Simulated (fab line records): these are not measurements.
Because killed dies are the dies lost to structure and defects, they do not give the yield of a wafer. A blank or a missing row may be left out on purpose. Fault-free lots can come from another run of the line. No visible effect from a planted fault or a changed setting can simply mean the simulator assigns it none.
Chamber matching ; flow n5-finfet ; 3 sister chambers for N5_FIN_SAQP_HM_DEP_72 on pecvd-03
The step deposits SiO2 from SiH4/N2O, target thk 12 nm, time 7.2 s. 6 wafers are shown with their chamber, then 7 later ones without.

== WAFERS PAIRED WITH THEIR CHAMBERS ==
wafer;chamber;showerhead-plenum-p-Torr (Torr);heater-power-w (W)
L077.4;0;8.10;637
L087.4;0;8.09;739
L087.6;2;8.06;846
L088.6;2;8.07;898
L091.1;1;8.27;611
L091.4;1;8.27;605

== WAFERS WITHOUT THEIR CHAMBER ==
wafer;showerhead-plenum-p-Torr (Torr);heater-power-w (W)
L091.5;8.08;904
L092.1;8.27;636
L092.3;8.09;627
L092.6;8.09;762
L094.1;8.27;591
L094.2;8.09;725
L094.6;8.09;842

== WHICH CHAMBER EACH WENT THROUGH ==
wafer;from the rows above;in truth
L091.5;2;2
L092.1;1;1
L092.3;0;0
L092.6;0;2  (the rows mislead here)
L094.1;1;1
L094.2;0;0
L094.6;can't be placed: 0 or 2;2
Correctly placed: 5 of 7. From these rows, 1 cannot be placed; in 1 the true chamber is one of the candidates. Number placed wrongly: 1.
How it was worked out, from the rows above alone: a wafer's distance from a chamber is the root of the sum, over the readings, of the square of ((its reading less the chamber's mean) divided by the reading's scatter). If the next closest chamber is less than 2 further off than the closest, the wafer can't be placed; otherwise it belongs to the closest. Each chamber's mean is taken over the wafers shown for it. How the scatter is found: for the shown wafers, subtract from each reading the mean of its chamber, square and add these, divide the total by (wafers less chambers), then take the root.
